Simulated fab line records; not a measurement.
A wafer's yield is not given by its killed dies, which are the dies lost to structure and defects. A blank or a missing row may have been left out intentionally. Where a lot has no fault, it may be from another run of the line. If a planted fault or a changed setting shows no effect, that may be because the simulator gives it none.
Matching of chambers :: flow n5-finfet :: rie-diel-03 running N5_BEOL_M7_ETCH_65: 4 sister chambers
The step etches SiARC in CF4, target depth 15.6 nm, time 26 s. 4 wafers are shown with their chamber, then 11 later ones without.

## EACH WAFER AND ITS CHAMBER
wafer: L081.4
chamber: 0
drypump-motor-current-A (A): 4.9

wafer: L085.3
chamber: 3
drypump-motor-current-A (A): 6.6

wafer: L085.4
chamber: 1
drypump-motor-current-A (A): 6.1

wafer: L084.2
chamber: 2
drypump-motor-current-A (A): 5.8

## WAFERS WITH NO CHAMBER GIVEN
wafer: L084.4
drypump-motor-current-A (A): 6.7

wafer: L084.6
drypump-motor-current-A (A): 4.9

wafer: L088.1
drypump-motor-current-A (A): 5.8

wafer: L088.4
drypump-motor-current-A (A): 4.9

wafer: L088.6
drypump-motor-current-A (A): 6.6

wafer: L093.1
drypump-motor-current-A (A): 6.6

wafer: L093.5
drypump-motor-current-A (A): 6.0

wafer: L093.6
drypump-motor-current-A (A): 4.9

wafer: L096.1
drypump-motor-current-A (A): 6.6

wafer: L096.3
drypump-motor-current-A (A): 5.8

wafer: L096.5
drypump-motor-current-A (A): 6.6

## THE CHAMBER EACH PASSED THROUGH
wafer: L084.4
from the rows above: 3
in truth: 3

wafer: L084.6
from the rows above: 0
in truth: 0

wafer: L088.1
from the rows above: 2
in truth: 2

wafer: L088.4
from the rows above: 0
in truth: 0

wafer: L088.6
from the rows above: 3
in truth: 3

wafer: L093.1
from the rows above: 3
in truth: 3

wafer: L093.5
from the rows above: 1
in truth: 1

wafer: L093.6
from the rows above: 0
in truth: 0

wafer: L096.1
from the rows above: 3
in truth: 3

wafer: L096.3
from the rows above: 2
in truth: 2

wafer: L096.5
from the rows above: 3
in truth: 3
11 of 11 placed correctly. From these rows, 0 cannot be placed. 0 placed wrongly.
How it was worked out, from the rows above alone: a wafer's distance from a chamber is the root of the sum, over the readings, of the square of ((its reading less the chamber's mean) divided by the reading's scatter). The wafer belongs to the nearest chamber; if the next one is less than 2 further off, it can't be placed. The mean given for a chamber averages the wafers shown for that chamber. The scatter (one wafer shown for each chamber): square how far every hidden wafer sits from the nearest shown wafer, average those squares and take the square root.
